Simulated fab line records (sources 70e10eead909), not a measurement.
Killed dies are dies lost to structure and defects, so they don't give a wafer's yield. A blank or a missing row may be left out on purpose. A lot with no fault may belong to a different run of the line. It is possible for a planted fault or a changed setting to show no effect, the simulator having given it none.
Matching of chambers -- flow nand harc -- 3 sister chambers for NHARC_P_M0_DEP_32 on pecvd-02
The step deposits SiCN, target thk 30 nm. 16 wafers are shown with their chamber, then 8 later ones without.

## EACH WAFER AND ITS CHAMBER
wafer,chamber,heater power w (W)
L074.4,0,562
L074.5,2,674
L074.6,1,514
L079.1,2,571
L079.2,1,564
L079.6,1,550
L088.1,1,580
L088.2,2,617
L088.3,0,632
L088.4,2,606
L088.5,0,625
L088.6,1,586
L086.1,2,633
L086.2,0,600
L086.3,1,541
L086.4,1,540

SIGNATURES (means of the wafers above)
reading,chamber 0,chamber 1,chamber 2,scatter within a chamber
heater power w,604.75,553.57,620.20,31
Rule: for each reading, subtract the chamber's mean from the wafer's reading, divide by that reading's scatter and square the result; add these up over the readings and take the root, which gives the wafer's distance from the chamber. The wafer belongs to the nearest chamber; if the next one is less than 2 further off, it can't be placed. The scatter: take each reading less its chamber's mean, square it, sum over the shown wafers, divide by the number of wafers less the number of chambers, and take the root.

## WAFERS WHOSE CHAMBER IS MISSING
wafer,heater power w (W)
L086.5,625
L086.6,614
L093.1,664
L093.2,588
L093.3,580
L092.2,578
L092.3,676
L092.6,580

## CHAMBER TAKEN BY EACH
wafer,from the rows above,in truth
L086.5,can't be placed: 2 or 0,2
L086.6,can't be placed: 2 or 0 or 1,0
L093.1,can't be placed: 2 or 0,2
L093.2,can't be placed: 0 or 2 or 1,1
L093.3,can't be placed: 0 or 1 or 2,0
L092.2,can't be placed: 1 or 0 or 2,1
L092.3,can't be placed: 2 or 0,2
L092.6,can't be placed: 0 or 1 or 2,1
Placed correctly: 0 of 8. Can't be placed from these rows: 8 (the true chamber is among the candidates in 8). Number placed wrongly: 0.
